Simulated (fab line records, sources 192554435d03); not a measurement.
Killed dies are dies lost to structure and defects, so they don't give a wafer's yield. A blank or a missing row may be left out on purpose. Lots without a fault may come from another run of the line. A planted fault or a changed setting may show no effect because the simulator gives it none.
Split-lot experiment | flow n5_finfet | 7 lots, 39 wafers read, on a route of 1938 steps

THE SPLIT
At N5_BEOL_M8_ILD_DEP_00 (deposits SiCOH lowk from DEMS/porogen, target thk 179.75 nm, time 33.4 s), the setting target_thk_a was moved away from the recipe's 1797.5 angstrom on 15 of the 39 wafers read, by -54.9% to +38.8%. The other wafers ran this setting at the recipe's value.

FROM THE SPLIT TO THE READING: what the file shows between them, 1 step
- N5_BEOL_M8_CURE_74: cures SiCOH lowk, time 240 s

THE READING
M8_ILD_THK, in nm, at N5_BEOL_M8_THK_MEAS_01. Fault-free wafers of this fab line usually give 153.9 nm, standard deviation 2.1 nm.

wafer  | tool, chamber at the split | target_thk_a as run, angstrom | against the recipe | M8_ILD_THK, nm | against lot-mates on the recipe
L077.1 | pecvd-02, 0                | 1450                          | -19.3%             | 124.3          | -29.4
L077.2 | pecvd-02, 2                | 1797.5                        | recipe             | 151.9          | -
L077.3 | pecvd-02, 1                | 1797.5                        | recipe             | 151.3          | -
L077.4 | pecvd-02, 1                | 1450                          | -19.3%             | 124.1          | -29.6
L077.5 | pecvd-02, 2                | 1450                          | -19.3%             | 123.8          | -29.9
L077.6 | pecvd-02, 0                | 1797.5                        | recipe             | 157.9          | -
L078.1 | pecvd-02, 0                | 922.3                         | -48.7%             | 78.0           | -75.6
L078.2 | pecvd-02, 2                | 922.3                         | -48.7%             | 75.0           | -78.6
L078.3 | pecvd-02, 1                | 1797.5                        | recipe             | 150.4          | -
L078.4 | pecvd-02, 0                | 1797.5                        | recipe             | 157.8          | -
L078.5 | pecvd-02, 2                | 922.3                         | -48.7%             | 76.4           | -77.2
L078.6 | pecvd-02, 1                | 1797.5                        | recipe             | 152.7          | -
L083.1 | pecvd-01, 0                | 2495                          | +38.8%             | 216.0          | +60.6
L083.2 | pecvd-01, 2                | 1797.5                        | recipe             | 153.0          | -
L083.3 | pecvd-01, 1                | 2495                          | +38.8%             | 214.3          | +58.9
L083.4 | pecvd-01, 1                | 2495                          | +38.8%             | 217.7          | +62.3
L083.5 | pecvd-01, 2                | 1797.5                        | recipe             | 154.6          | -
L083.6 | pecvd-01, 0                | 1797.5                        | recipe             | 158.7          | -
L085.1 | pecvd-02, 1                | 1797.5                        | recipe             | 153.0          | -
L085.2 | pecvd-02, 2                | 1797.5                        | recipe             | 152.1          | -
L085.3 | pecvd-02, 0                | 1525                          | -15.2%             | 131.1          | -22.6
L085.4 | pecvd-02, 0                | 1525                          | -15.2%             | 131.1          | -22.6
L085.5 | pecvd-02, 2                | 1797.5                        | recipe             | 156.1          | -
L085.6 | pecvd-02, 1                | 1525                          | -15.2%             | 129.5          | -24.2
L087.3 | pecvd-01, 0                | 1797.5                        | recipe             | 155.3          | -
L087.5 | pecvd-01, 0                | 1797.5                        | recipe             | 156.2          | -
L087.6 | pecvd-01, 2                | 1797.5                        | recipe             | 154.2          | -
L093.1 | pecvd-02, 1                | 809.9                         | -54.9%             | 67.4           | -86.6
L093.2 | pecvd-02, 0                | 809.9                         | -54.9%             | 67.6           | -86.4
L093.3 | pecvd-02, 2                | 809.9                         | -54.9%             | 66.6           | -87.4
L093.4 | pecvd-02, 1                | 1797.5                        | recipe             | 153.9          | -
L093.5 | pecvd-02, 0                | 1797.5                        | recipe             | 154.7          | -
L093.6 | pecvd-02, 2                | 1797.5                        | recipe             | 153.4          | -
L095.1 | pecvd-01, 1                | 1797.5                        | recipe             | 151.6          | -
L095.2 | pecvd-01, 2                | 1797.5                        | recipe             | 151.2          | -
L095.3 | pecvd-01, 0                | 1797.5                        | recipe             | 153.0          | -
L095.4 | pecvd-01, 2,1              | 1797.5                        | recipe             | 154.1          | -
L095.5 | pecvd-01, 2,1              | 1797.5                        | recipe             | 154.0          | -
L095.6 | pecvd-01, 0                | 1797.5                        | recipe             | 155.8          | -
Where a row lists several chambers, the file gives one row for several wafers and doesn't say which wafer went through which chamber.

THE FIT
A straight line over all 39 wafers: M8_ILD_THK changes by +1.59 nm for each +1% of target_thk_a; r = +1.00; the points scatter about the line by 1.9 nm.
The same after taking each lot's own level away (the mean of its wafers on the recipe; 39 wafers): +1.57 nm for each +1%; r = +1.00; scatter 1.8 nm.
On that fit, the largest move of target_thk_a shifts the reading by 86 nm.
The lots' own levels span 153.28 to 155.43 nm, that is 1.0 times the standard deviation above.
So the lot-to-lot level changes the slope little: the two slopes agree.
Check: with one of the wafers moved furthest among these (-54.9%) left out of the fit, the line predicts -86.4 nm for it against its lot-mates. It came out at -86.6 nm against them.

OTHER SPLITS ON THESE WAFERS
These wafers also went through other splits before the reading. Each is held against what the fit with the lots' levels taken away leaves over:
other split on the same wafers     | wafers away from the commonest value | r with M8_ILD_THK (lot level and that fit taken away)
N5_BEOL_M6_ILD_DEP_00 target_thk_a | 12                                   | -0.26

THE WHOLE CHAIN: every reading that the file lists as answering this split, in the file's order
step                   | what it does                                                             | reading                                                                                  | change (the file's fit)              | r (the file's)
N5_BEOL_M8_ILD_DEP_00  | deposits SiCOH lowk from DEMS/porogen, target thk 179.75 nm, time 33.4 s | SiCOH_lowk_of_BEOL_M8_ILD_DEP_00.thk_nm (the simulator's own value, which no gauge read) | +1.81 nm for each +1% of the setting | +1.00
N5_BEOL_M8_CURE_74     | cures SiCOH lowk, time 240 s                                             | SiCOH_lowk_of_BEOL_M8_ILD_DEP_00.thk_nm (the simulator's own value, which no gauge read) | +1.57 nm for each +1% of the setting | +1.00
N5_BEOL_M8_THK_MEAS_01 |                                                                          | M8_ILD_THK                                                                               | +1.57 for each +1% of the setting    | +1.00

THE FILE'S OWN FIT
M8_ILD_THK changes by +1.57 nm for each +1% of target_thk_a, r = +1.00.
